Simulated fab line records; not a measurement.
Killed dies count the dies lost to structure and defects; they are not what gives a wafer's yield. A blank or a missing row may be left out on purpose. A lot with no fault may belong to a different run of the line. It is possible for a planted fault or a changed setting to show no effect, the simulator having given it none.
Matching of chambers -- flow nandHarc -- NHARC_P_BONDPAD_CMP_19 on cmp-02: 4 sister chambers
The step polishes, t overpolish 30 s, cu recess touch 16 s, target thk 160.81 nm. 4 wafers are shown with their chamber, then 9 later ones without.

EACH WAFER AND ITS CHAMBER
wafer,chamber,motorCurrentA (A)
L091.2,3,11.1
L092.1,1,12.5
L092.2,0,12.6
L092.4,2,10.5

WAFERS MISSING THEIR CHAMBER
wafer,motorCurrentA (A)
L095.1,13.2
L095.2,10.5
L095.5,11.6
L097.1,11.1
L097.2,13.9
L097.4,11.1
L096.2,11.4
L096.3,14.7
L096.6,11.3

CHAMBER TAKEN BY EACH
wafer,from the rows above,in truth
L095.1,can't be placed: 0 or 1 or 3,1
L095.2,can't be placed: 2 or 3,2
L095.5,can't be placed: 3 or 1 or 0 or 2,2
L097.1,can't be placed: 3 or 2 or 1 or 0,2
L097.2,can't be placed: 0 or 1 or 3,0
L097.4,can't be placed: 3 or 2 or 1 or 0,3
L096.2,can't be placed: 3 or 2 or 1 or 0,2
L096.3,can't be placed: 0 or 1 or 3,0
L096.6,can't be placed: 3 or 2 or 1 or 0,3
0 of 9 placed correctly. Not placeable from these rows: 9 (in 9, the candidates include the true chamber). Number placed wrongly: 0.
How it was worked out, from the rows above alone: a wafer's distance from a chamber is the root of the sum, over the readings, of the square of ((its reading less the chamber's mean) divided by the reading's scatter). The wafer belongs to the nearest chamber; if the next one is less than 2 further off, it can't be placed. The mean given for a chamber averages the wafers shown for that chamber. The scatter: with one shown wafer a chamber, the root of the mean of the squares of how far each hidden wafer lies from its nearest shown one.
